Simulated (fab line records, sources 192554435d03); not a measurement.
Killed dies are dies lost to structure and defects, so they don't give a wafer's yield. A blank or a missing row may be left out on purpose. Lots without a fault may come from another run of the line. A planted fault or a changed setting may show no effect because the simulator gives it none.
Chamber matching | flow n5_finfet | N5_BEOL_M1_DESCUM_16 on rie_diel-06: 4 sister chambers
The step chemistry O2, time 7 s. 14 wafers are shown with their chamber, then 7 later ones without.

WAFERS WITH THEIR CHAMBER
wafer  | chamber | showerhead_plenum_p_Torr (Torr) | drypump_motor_current_A (A) | throttle_valve_pct (%)
L081.1 | 2       | 1.97                            | 5.8                         | 20.88
L081.2 | 1       | 2.19                            | 6.2                         | 20.75
L081.3 | 3       | 2.05                            | 5.9                         | 20.38
L082.1 | 3       | 2.05                            | 5.9                         | 20.38
L082.2 | 2       | 1.97                            | 5.8                         | 20.88
L082.3 | 1       | 2.19                            | 6.2                         | 20.76
L084.2 | 0       | 1.97                            | 5.4                         | 20.75
L084.4 | 3       | 2.05                            | 5.9                         | 20.40
L084.5 | 2       | 1.97                            | 5.8                         | 20.89
L085.1 | 3       | 2.05                            | 5.9                         | 20.41
L085.4 | 0       | 1.97                            | 5.5                         | 20.73
L085.6 | 0       | 1.97                            | 5.5                         | 20.73
L089.1 | 1       | 2.18                            | 6.2                         | 20.80
L089.4 | 1       | 2.18                            | 6.2                         | 20.79

SIGNATURES (means of the wafers above)
reading                  | chamber 0 | chamber 1 | chamber 2 | chamber 3 | scatter within a chamber
showerhead_plenum_p_Torr | 1.9700    | 2.1850    | 1.9700    | 2.0500    | 0.00316
drypump_motor_current_A  | 5.467     | 6.200     | 5.800     | 5.900     | 0.0258
throttle_valve_pct       | 20.7367   | 20.7750   | 20.8833   | 20.3925   | 0.0165
Rule: a wafer's distance from a chamber is the root of the sum, over the readings, of the square of ((its reading less the chamber's mean) divided by the reading's scatter). The wafer belongs to the nearest chamber; if the next one is less than 2 further off, it can't be placed. The scatter: the root of (the sum of the squares of (reading less its chamber's mean) over the shown wafers, divided by (wafers less chambers)).

WAFERS WITHOUT THEIR CHAMBER
wafer  | showerhead_plenum_p_Torr (Torr) | drypump_motor_current_A (A) | throttle_valve_pct (%)
L089.5 | 1.97                            | 5.8                         | 20.89
L093.1 | 2.05                            | 5.9                         | 20.42
L093.2 | 2.18                            | 6.2                         | 20.80
L093.4 | 2.05                            | 5.9                         | 20.40
L094.3 | 2.05                            | 5.9                         | 20.42
L094.5 | 2.05                            | 5.9                         | 20.42
L094.6 | 2.23                            | 5.5                         | 20.32

WHICH CHAMBER EACH WENT THROUGH
wafer  | from the rows above | in truth
L089.5 | 2                   | 2
L093.1 | 3                   | 3
L093.2 | 1                   | 1
L093.4 | 3                   | 3
L094.3 | 3                   | 3
L094.5 | 3                   | 3
L094.6 | 1                   | 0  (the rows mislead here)
Placed correctly: 6 of 7. Can't be placed from these rows: 0. Placed wrongly: 1.
